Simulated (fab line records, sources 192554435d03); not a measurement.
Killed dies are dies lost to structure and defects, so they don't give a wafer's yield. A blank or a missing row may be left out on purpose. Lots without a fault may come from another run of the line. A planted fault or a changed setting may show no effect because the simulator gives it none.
fab line records | flow n5_finfet
record lots=9 wafers=27 last_day=17
route steps=1938 shown ZERO_LAYER@14 WELL_APT@33 PMOS_HMC_CHANNEL_EPI@67 BEOL_M4@1111 PASSIVATION@1936
lots that met no fault: from a run of the same line without faults
start_h: hours from the record's first day to the start of the lot's first wafer shown | wait_h: hours since the lot's step before | " the same as in the row above | L1.1+2: a row that stands for several wafers | - no value, or no start given | * or withheld: withheld | < > ~ a bound
route shown NAME@n: a module of which the file shows steps, and the number in the route of the first | usual: mean/standard deviation of fault-free wafers | same: alike in all rows | chamber/n: place in a boat | sites: the reading at each site | _std_site: their standard deviation | _edge_site: outer sites' mean less inner sites' | radius_mm: how far each site lies from the wafer's centre | mask NAME#n: copy n | behind: the tool/chamber that last shaped the wafer | hold: why the lot was held/for how many hours/how that ended | device: the transistor (n, p or np) that didn't switch | end of line: the same wafers' tests at the end of the route | a step without rows: its recipe alone | killed: dies lost to structure and defects at the first sort, not the wafer's yield | map: a wafer's dies, x killed, . not, _ none there
set.NAME: the setting as run; set.NAME@STEP: as run at that earlier step | model.NAME: the simulator's own value behind a step, which no gauge read
steps of the route over a sample of lots; a table a step, a row a wafer
services: from which hour (start_h, from the record's first day; less than 0 if before it) a tool's chamber was out of use, for how many hours, and why
## steps
# step N5_ZERO_LAYER_DESCUM_16
# recipe chemistry=O2 time_s=7.9 source_power_w=50 bias_power_w=20 pressure_mtorr=20 rf_frequency_hz=2.712e+07 temp_c=40 o2_flow_sccm=225
# usual drypump_motor_current_A=5.7/0.49 oes_product_au=0.82/0.073 rf_vpp_V=243.2/1.1 showerhead_plenum_p_Torr=2.10/0.047 throttle_valve_pct=20.38/0.24
# columns lot.wafer tool chamber start_h wait_h drypump_motor_current_A oes_product_au rf_hours_counter_h rf_vpp_V showerhead_plenum_p_Torr throttle_valve_pct
L117.1 rie_diel-02 2 36.70 0.0 6.5 0.75 123 242.9 2.13 20.70
L117.5 " 3 " " 5.4 0.78 - 244.3 2.10 20.60
L117.6 " 0 " " 5.4 0.99 - 243.4 2.09 20.01
L118.2 rie_diel-05 1 42.81 0.0 5.7 0.78 115 243.2 2.18 20.15
L118.4 " 3 " " 6.4 0.88 47 242.4 2.07 20.70
L118.6 " 3 " " 6.4 0.87 - 242.9 2.07 20.71
L119.4 rie_diel-05 2 48.83 0.0 5.8 0.86 59 244.9 2.14 20.20
L119.5 " 2 " " 5.9 0.86 - 243.6 2.14 20.19
L119.6 " 1 " " 5.7 0.79 - 244.5 2.18 20.14
L120.1 rie_diel-02 1 54.89 0.1 5.7 0.86 54 241.3 2.03 20.20
L120.2 " 0 " " 5.3 0.96 9 242.4 2.09 20.03
L120.5 " 2 " " 6.4 0.75 - 244.0 2.13 20.71
L123.3 rie_diel-02 0 72.70 0.1 5.4 0.95 15 242.7 2.08 20.03
L123.4 " 2 " " 6.5 0.75 133 243.1 2.13 20.71
L123.5 " 0 " " 5.4 0.94 - 242.7 2.08 20.05
L124.1 rie_diel-03 1 78.68 0.0 4.8 0.69 240 244.3 2.15 20.75
L124.4 " 0 " " 5.3 0.86 45 241.4 2.06 20.42
L124.5 " 3 " " 6.6 0.86 - 242.5 2.13 20.22
L125.2 rie_diel-03 3 84.68 0.0 6.7 0.86 57 242.3 2.13 20.23
L125.5 " 2 " " 5.7 0.73 - 244.4 2.18 20.50
L125.6 " 3 " " 6.6 0.85 - 243.4 2.13 20.24
L128.2 rie_diel-03 3 102.68 0.0 6.6 0.85 63 243.4 2.13 20.24
L128.4 " 0 " " 5.3 0.85 54 242.0 2.05 20.44
L128.6 " 1 " " 4.8 0.68 - 243.4 2.15 20.76
L136.1 rie_diel-05 2 150.69 0.0 5.9 0.82 89 242.9 2.13 20.25
L136.2 " 0 " " 5.9 0.72 216 242.3 2.05 20.27
L136.6 " 2 " " 5.9 0.83 - 242.7 2.13 20.24
# step N5_WELL_APT_IMPLANT_15
# recipe species=As energy_kev=25 dose_cm2=1.5e+13 tilt_deg=0 rotation_deg=0
# usual beam_energy_keV=25.000/0.0069 end_station_pressure_torr=5.15e-06/2.4e-07
# columns lot.wafer tool chamber start_h wait_h beam_energy_keV end_station_pressure_torr
L117.1 implanter-02 0 38.10 0.1 25.008 5.05e-06
L117.5 " 0 " " 24.989 4.94e-06
L117.6 " 0 " " 24.986 5.03e-06
L118.2 implanter-01 0 45.82 0.1 25.008 5.49e-06
L118.4 " 0 " " 25.004 4.81e-06
L118.6 " 0 " " 24.999 4.65e-06
L119.4 implanter-02 0 51.53 0.1 24.999 4.9e-06
L119.5 " 0 " " 24.998 5.31e-06
L119.6 " 0 " " 24.991 5.28e-06
L120.1 implanter-01 0 57.25 0.1 24.995 4.93e-06
L120.2 " 0 " " 25.004 4.99e-06
L120.5 " 0 " " 25.001 5.37e-06
L123.3 implanter-01 0 74.23 0.1 24.998 5.42e-06
L123.4 " 0 " " 24.987 5.2e-06
L123.5 " 0 " " 24.992 5.06e-06
L124.1 implanter-01 0 79.92 0.1 24.990 5.07e-06
L124.4 " 0 " " 24.991 5.07e-06
L124.5 " 0 " " 24.992 4.77e-06
L125.2 implanter-01 0 85.96 0.1 41.612 5.07e-06
L125.5 " 0 " " 41.610 4.99e-06
L125.6 " 0 " " 41.600 5.2e-06
L128.2 implanter-01 0 103.99 0.1 41.607 5.61e-06
L128.4 " 0 " " 41.610 5.37e-06
L128.6 " 0 " " 41.604 5.44e-06
L136.1 implanter-02 0 152.08 0.1 25.004 5.31e-06
L136.2 " 0 " " 24.993 5.05e-06
L136.6 " 0 " " 25.002 5e-06
# step N5_PMOS_HMC_CHANNEL_EPI_INSPECT_11
# recipe mode=adi inspect_instrument=macro
# usual raw_defect_count=2.2/1.5
# columns lot.wafer tool chamber start_h wait_h raw_defect_count
L117.1 defect_inspect-01 - 41.43 0.0 0
L117.5 " - " " 4
L117.6 " - " " 0
L118.2 defect_inspect-01 - 50.66 0.0 0
L118.4 " - " " 3
L118.6 " - " " 1
L119.4 defect_inspect-01 - 54.92 0.0 0
L119.5 " - " " 0
L119.6 " - " " 2
L120.1 defect_inspect-01 - 60.78 0.0 3
L120.2 " - " " 1
L120.5 " - " " 3
L123.3 defect_inspect-02 - 77.24 0.0 3
L123.4 " - " " 1
L123.5 " - " " 1
L124.1 defect_inspect-01 - 83.10 0.0 2
L124.4 " - " " 6
L124.5 " - " " 2
L125.2 defect_inspect-02 - 88.97 0.0 2
L125.5 " - " " 3
L125.6 " - " " 0
L128.2 defect_inspect-02 - 107.17 0.0 4
L128.4 " - " " 4
L128.6 " - " " 1
L136.1 defect_inspect-01 - 155.30 0.0 2
L136.2 " - " " 4
L136.6 " - " " 2
# step N5_PMOS_HMC_CHANNEL_EPI_DESCUM_14
# recipe chemistry=O2 time_s=7.9 source_power_w=50 bias_power_w=20 pressure_mtorr=20 rf_frequency_hz=2.712e+07 temp_c=40 resist=CAR-ArF-block o2_flow_sccm=225
# usual drypump_motor_current_A=5.8/0.45 oes_product_au=0.81/0.07 rf_vpp_V=243.2/1.1 showerhead_plenum_p_Torr=2.10/0.049 throttle_valve_pct=20.37/0.23
# columns lot.wafer tool chamber start_h wait_h drypump_motor_current_A oes_product_au rf_hours_counter_h rf_vpp_V showerhead_plenum_p_Torr throttle_valve_pct
L117.1 rie_diel-05 1 41.46 0.0 5.7 0.79 115 243.6 2.18 20.14
L117.5 " 1 " " 5.7 0.78 - 244.2 2.18 20.13
L117.6 " 0 " " 5.8 0.76 - 242.8 2.06 20.22
L118.2 rie_diel-03 2 50.70 0.0 5.7 0.74 192 243.2 2.18 20.49
L118.4 " 3 " " 6.6 0.88 47 242.7 2.14 20.20
L118.6 " 3 " " 6.6 0.88 - 244.4 2.14 20.22
L119.4 rie_diel-02 0 55.01 0.1 5.4 0.97 9 243.6 2.09 20.03
L119.5 " 3 " " 5.4 0.79 - 242.7 2.10 20.60
L119.6 " 2 " " 6.4 0.76 - 242.5 2.13 20.72
L120.1 rie_diel-03 0 60.81 0.0 5.3 0.88 41 240.7 2.06 20.44
L120.2 " 2 " " 5.8 0.73 195 243.7 2.18 20.50
L120.5 " 2 " " 5.7 0.73 - 243.6 2.18 20.51
L123.3 rie_diel-05 0 77.27 0.0 5.8 0.75 190 242.2 2.05 20.24
L123.4 " 1 " " 5.6 0.77 - 244.8 2.18 20.15
L123.5 " 3 " " 6.4 0.87 - 243.3 2.06 20.69
L124.1 rie_diel-02 1 83.29 0.2 5.7 0.83 62 242.3 2.03 20.22
L124.4 " 2 " " 6.5 0.75 137 241.2 2.13 20.73
L124.5 " 3 " " 5.4 0.78 - 244.0 2.10 20.62
L125.2 rie_diel-05 1 89.00 0.0 5.6 0.78 130 244.9 2.18 20.17
L125.5 " 0 " " 5.9 0.74 - 242.1 2.05 20.23
L125.6 " 1 " " 5.6 0.77 - 246.5 2.17 20.18
L128.2 rie_diel-02 1 107.20 0.0 5.7 0.83 70 242.9 2.03 20.24
L128.4 " 2 " " 6.5 0.74 142 242.1 2.13 20.71
L128.6 " 1 " " 5.7 0.83 - 241.5 2.03 20.22
L136.1 rie_diel-02 0 155.47 0.2 5.4 0.89 40 242.7 2.07 20.09
L136.2 " 2 " " 6.5 0.73 156 242.1 2.12 20.76
L136.6 " 1 " " 5.7 0.82 - 244.4 2.02 20.25
# step N5_BEOL_M4_RC_MEAS_101
# usual CJ_P=5.82/0.22 DIBL_N=36.0/2.2 DIBL_P=35.9/2.6 IOFF_N=0.16/0.038 IOFF_P=0.21/0.042 ION_N=675/15 ION_P=463/10 SS_N=71.5/0.62 SS_P=73.2/0.76 VT_N=250/4.1 VT_P=-251/3.6
# columns lot.wafer tool chamber start_h wait_h CJ_P DIBL_N[mV/V] DIBL_P[mV/V] IOFF_N[nA/um] IOFF_P[nA/um] ION_N[uA/um] ION_P[uA/um] SS_N[mV/dec] SS_P[mV/dec] VT_N[mV] VT_P[mV]
L117.1 prober-01 0 192.73 0.0 5.53 32.4 31.1 0.10 0.14 662 457 71.0 72.7 259 -258
L117.5 " 0 " " 5.75 32.1 31.3 0.10 0.14 648 454 70.5 72.4 260 -257
L117.6 " 0 " " 5.76 34.7 33.8 0.13 0.18 674 465 71.4 74.1 255 -251
L118.2 prober-01 0 195.36 0.2 6.19 38.7 39.3 0.21 0.26 690 471 72.2 74.5 245 -249
L118.4 " 0 " " 5.77 36.1 35.5 0.16 0.19 675 459 72.4 73.7 249 -251
L118.6 " 0 " " 5.74 33.1 32.3 0.12 0.16 662 452 71.2 72.1 252 -253
L119.4 prober-01 0 211.21 0.5 6.06 43.9 43.5 0.29 0.34 693 471 72.5 75.3 245 -245
L119.5 " 0 " " 5.72 41.1 40.2 0.22 0.26 687 469 72.6 74.2 243 -247
L119.6 " 0 " " 5.92 37.2 35.3 0.14 0.19 684 467 71.3 73.0 252 -255
L120.1 prober-01 0 214.28 0.0 5.78 36.5 35.6 0.15 0.20 672 462 71.5 73.3 249 -249
L120.2 " 0 " " 5.91 34.2 34.0 0.13 0.19 682 473 70.9 72.4 253 -250
L120.5 " 0 " " 5.81 35.0 34.3 0.13 0.19 673 465 70.7 72.6 251 -249
L123.3 prober-01 0 227.78 0.3 5.70 32.1 32.0 0.11 0.13 679 457 70.8 71.7 251 -258
L123.4 " 0 " " 6.26 37.1 37.1 0.16 0.19 687 463 72.5 72.6 250 -254
L123.5 " 0 " " 5.80 35.9 37.0 0.15 0.20 676 453 71.3 72.6 247 -252
L124.1 prober-01 0 230.50 0.0 6.17 38.5 36.9 0.16 0.26 684 475 71.2 73.7 248 -247
L124.4 " 0 " " 5.72 32.9 30.5 0.09 0.17 639 447 70.3 72.9 257 -250
L124.5 " 0 " " 6.27 37.7 36.0 0.16 0.25 674 474 71.4 73.6 248 -245
L125.2 prober-01 0 247.44 0.2 4.14 35.2 36.8 0.15 0.21 673 461 71.2 72.7 249 -248
L125.5 " 0 " " 4.58 34.9 35.1 0.14 0.18 681 467 71.4 72.6 250 -249
L125.6 " 0 " " 4.48 35.5 36.9 0.15 0.21 666 457 71.6 73.5 246 -253
L128.2 prober-01 0 264.52 0.2 4.83 35.9 35.2 0.14 0.18 670 460 71.9 73.4 253 -256
L128.4 " 0 " " 4.72 34.5 35.5 0.14 0.19 656 454 71.3 74.4 248 -255
L128.6 " 0 " " 4.52 33.3 33.3 0.10 0.17 632 440 71.4 74.0 254 -258
L136.1 prober-02 0 306.35 0.0 6.18 36.0 37.0 0.18 0.25 684 464 71.0 73.4 245 -248
L136.2 " 0 " " 5.90 35.7 36.7 0.18 0.25 693 475 71.2 73.6 244 -245
L136.6 " 0 " " 5.85 35.6 37.8 0.19 0.28 700 491 71.5 74.2 245 -245
# step N5_PASSIVATION_PROBE_49
# usual defect_limited_yield=91.4/1.6 killed_at_M0_to_M3=35/10 killed_at_M4_up=12/4.7 killed_at_contacts=12/5.8 killed_at_front_end=38/12 killed_at_other=4/3.2 killed_dies=102/18 killed_open=68/14 killed_short=32/8 sort_bin_4_leakage=0.00/0.043 sort_bin_5_function=5.1/0.96 sort_bin_6_memory=3.2/0.77 sort_bin_8_speed=0.1/0.39 sort_n_pass=1078/20 sort_yield_pct=91.3/1.7
# same gross_dies=1180 killed_at_back_side=0
# columns lot.wafer tool chamber start_h wait_h defect_limited_yield[%] killed_at_M0_to_M3 killed_at_M4_up killed_at_contacts killed_at_front_end killed_at_other killed_dies killed_open killed_short sort_bin_4_leakage[%] sort_bin_5_function[%] sort_bin_6_memory[%] sort_bin_8_speed[%] sort_n_pass sort_yield_pct[%]
L125.2 prober-02 - 358.40 0.1 90.9 56 15 9 21 6 107 70 34 0 5.0 3.4 0 1073 90.9
L128.6 prober-01 - 373.55 0.3 90.0 48 9 23 32 6 118 81 35 0 5.8 3.9 1.4 1045 88.6
# killed by level:class
L125.2 BEOL_M2:geometric_particle:open=16 MOL_CONTACT_COAG:geometric_particle:open=8 BEOL_M3:geometric_particle:short=8 BEOL_M0_SAQP:geometric_particle:open=7 BEOL_M3:geometric_particle:open=7 BEOL_M4:geometric_particle:open=7 STI_FIN_REVEAL:geometric_particle:open=6 BEOL_M0_SAQP:geometric_particle:short=6
L128.6 MOL_CONTACT_COAG:geometric_particle:open=21 BEOL_M0_SAQP:geometric_particle:short=14 BEOL_M0_SAQP:geometric_particle:open=13 BEOL_M3:geometric_particle:open=9 BEOL_M2:geometric_particle:open=8 STI_FIN_REVEAL:geometric_particle:open=7 ILD0:geometric_particle:open=5 DUMMY_GATE:geometric_particle:open=3
## services
# columns tool chamber start_h hours kind
rie_diel-02 3 13.30 5.3 repair
rie_diel-02 3 22.54 6.3 repair
rie_diel-02 - 89.59 0.7 repair
rie_diel-02 2 95.78 4.7 repair
rie_diel-02 3 97.68 4.5 repair
rie_diel-03 1 109.14 - clean
rie_diel-03 1 109.14 - consumable_replace:focus_ring
rie_diel-03 1 109.14 17.6 scheduled_down
rie_diel-03 1 109.14 17.6 vent_cycle
implanter-02 - 117.88 4.8 repair
rie_diel-02 3 119.31 7.9 repair
rie_diel-05 - 122.19 0.2 repair
rie_diel-05 3 129.67 16.7 repair
implanter-01 - 153.51 1.1 repair
## key
first_sign step=N5_WELL_APT_IMPLANT_15 reading=beam_energy_keV direction=up sigmas=99+ usual=25.000 struck=41.607
effect step=N5_BEOL_M4_RC_MEAS_101 reading=CJ_P direction=down sigmas=5.8 usual=5.82 struck=4.55
met_at N5_WELL_APT_IMPLANT_15
struck_lots L125,L128
not_acting_at N5_ZERO_LAYER_DESCUM_16,N5_PMOS_HMC_CHANNEL_EPI_INSPECT_11,N5_PMOS_HMC_CHANNEL_EPI_DESCUM_14
onset_between 79.92 85.96
fault kind=process_parameter_drift tool=implanter-01 chamber=- onset_h=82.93 steps=N5_WELL_APT_IMPLANT_15 channel=energy_kev offset=16.612 shape=step end_h=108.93 acts_in=these_recipes_only stated=25
